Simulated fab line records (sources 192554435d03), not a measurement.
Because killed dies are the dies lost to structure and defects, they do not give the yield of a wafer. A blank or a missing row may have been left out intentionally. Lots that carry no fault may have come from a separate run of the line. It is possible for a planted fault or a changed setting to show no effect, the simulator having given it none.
Matching of chambers ; flow n5-finfet ; 4 sister chambers for N5_SDB_HM_OPEN_20 on rie-diel-02
The step chemistry CH3F/O2, target SiNx, stops on poly-Si, target depth 24 nm. 14 wafers are shown with their chamber, then 7 later ones without.

## EACH WAFER AND ITS CHAMBER
wafer;chamber;throttle-valve-pct (%);drypump-motor-current-A (A);showerhead-plenum-p-Torr (Torr)
L074.2;3;16.11;6.5;1.90
L074.3;1;16.45;5.4;1.91
L074.5;3;16.11;6.6;1.90
L078.3;2;16.63;5.4;1.89
L078.5;2;16.63;5.4;1.89
L078.6;1;16.47;5.3;1.91
L085.2;2;16.65;5.4;1.89
L085.3;3;16.12;6.5;1.90
L085.5;0;16.35;5.6;1.90
L086.1;1;16.48;5.4;1.91
L086.5;0;16.33;5.5;1.90
L086.6;1;16.48;5.4;1.91
L087.2;1;16.48;5.3;1.90
L087.3;0;16.36;5.6;1.90

SIGNATURES (averages over the wafers above)
reading;chamber 0;chamber 1;chamber 2;chamber 3;scatter within a chamber
throttle-valve-pct;16.3467;16.4720;16.6367;16.1133;0.0122
drypump-motor-current-A;5.567;5.360;5.400;6.533;0.0503
showerhead-plenum-p-Torr;1.9000;1.9080;1.8900;1.9000;0.00283
Rule: for each reading, subtract the chamber's mean from the wafer's reading, divide by that reading's scatter and square the result; add these up over the readings and take the root, which gives the wafer's distance from the chamber. The wafer belongs to the nearest chamber; if the next one is less than 2 further off, it can't be placed. The scatter: the root of (the sum of the squares of (reading less its chamber's mean) over the shown wafers, divided by (wafers less chambers)).

## WAFERS WITHOUT THEIR CHAMBER
wafer;throttle-valve-pct (%);drypump-motor-current-A (A);showerhead-plenum-p-Torr (Torr)
L087.5;16.48;5.4;1.90
L088.1;16.38;5.6;1.90
L088.3;16.36;5.6;1.90
L088.5;16.36;5.6;1.90
L089.1;16.17;5.4;2.14
L089.2;16.37;5.6;1.90
L089.5;16.36;5.6;1.90

## THE CHAMBER EACH PASSED THROUGH
wafer;from the rows above;in truth
L087.5;1;1
L088.1;0;0
L088.3;0;0
L088.5;0;0
L089.1;can't be placed: 1 or 0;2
L089.2;0;0
L089.5;0;0
Correct placement for 6 of the 7. Can't be placed from these rows: 1 (the true chamber is among the candidates in 0). Wrongly placed: 0.
